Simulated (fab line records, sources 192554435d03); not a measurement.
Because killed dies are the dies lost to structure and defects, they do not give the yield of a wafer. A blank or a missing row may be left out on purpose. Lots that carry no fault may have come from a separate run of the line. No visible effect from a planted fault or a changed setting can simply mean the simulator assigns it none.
Matching of chambers + flow n5_finfet + rie_diel-02 running N5_SD_EPI_P_ETCHBACK_46: 4 sister chambers
The step etches SiNx in CH3F/O2, stops on SiO2, target depth 17.5 nm. 14 wafers are shown with their chamber, then 7 later ones without.

## WAFERS, EACH WITH ITS CHAMBER
| wafer  | chamber | showerhead_plenum_p_Torr (Torr) | throttle_valve_pct (%) | oes_product_au (a.u.) |
|--------|---------|---------------------------------|------------------------|-----------------------|
| L078.1 | 2       | 1.90                            | 16.49                  | 0.60                  |
| L078.3 | 0       | 2.08                            | 16.61                  | 0.66                  |
| L078.6 | 3       | 2.09                            | 16.47                  | 0.66                  |
| L081.1 | 3       | 2.09                            | 16.48                  | 0.66                  |
| L081.2 | 2       | 1.90                            | 16.51                  | 0.59                  |
| L081.3 | 0       | 2.08                            | 16.61                  | 0.66                  |
| L082.1 | 1       | 1.88                            | 16.74                  | 0.60                  |
| L082.2 | 0       | 2.08                            | 16.60                  | 0.66                  |
| L082.6 | 3       | 2.09                            | 16.48                  | 0.66                  |
| L084.1 | 3       | 2.09                            | 16.47                  | 0.64                  |
| L084.3 | 0       | 2.08                            | 16.62                  | 0.66                  |
| L084.6 | 2       | 1.90                            | 16.52                  | 0.59                  |
| L088.1 | 1       | 1.87                            | 16.74                  | 0.60                  |
| L088.2 | 3       | 2.08                            | 16.52                  | 0.65                  |

SIGNATURES, as means of the wafers listed above
| reading                  | chamber 0 | chamber 1 | chamber 2 | chamber 3 | scatter within a chamber |
|--------------------------|-----------|-----------|-----------|-----------|--------------------------|
| showerhead_plenum_p_Torr | 2.0800    | 1.8750    | 1.9000    | 2.0880    | 0.00361                  |
| throttle_valve_pct       | 16.6100   | 16.7400   | 16.5067   | 16.4840   | 0.0154                   |
| oes_product_au           | 0.6600    | 0.6000    | 0.5933    | 0.6540    | 0.00622                  |
Rule: for each reading, subtract the chamber's mean from the wafer's reading, divide by that reading's scatter and square the result; add these up over the readings and take the root, which gives the wafer's distance from the chamber. The wafer belongs to the nearest chamber; if the next one is less than 2 further off, it can't be placed. The scatter is the square root of a quotient: the sum, over the shown wafers, of each reading's squared deviation from its chamber's mean, divided by wafers minus chambers.

## WAFERS WHOSE CHAMBER IS MISSING
| wafer  | showerhead_plenum_p_Torr (Torr) | throttle_valve_pct (%) | oes_product_au (a.u.) |
|--------|---------------------------------|------------------------|-----------------------|
| L088.5 | 1.87                            | 16.77                  | 0.60                  |
| L091.2 | 2.08                            | 16.54                  | 0.64                  |
| L091.3 | 2.07                            | 16.65                  | 0.64                  |
| L091.4 | 2.07                            | 16.67                  | 0.64                  |
| L093.2 | 2.08                            | 16.54                  | 0.64                  |
| L093.4 | 2.15                            | 16.05                  | 0.84                  |
| L093.6 | 2.07                            | 16.66                  | 0.64                  |

## WHICH CHAMBER EACH WENT THROUGH
| wafer  | from the rows above     | in truth                   |
|--------|-------------------------|----------------------------|
| L088.5 | 1                       | 1                          |
| L091.2 | can't be placed: 3 or 0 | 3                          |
| L091.3 | 0                       | 0                          |
| L091.4 | 0                       | 0                          |
| L093.2 | can't be placed: 3 or 0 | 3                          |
| L093.4 | 3                       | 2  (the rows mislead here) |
| L093.6 | 0                       | 0                          |
4 of 7 placed correctly. Cannot be placed on the basis of these rows: 2; the candidates contain the true chamber in 2. Wrongly placed: 1.
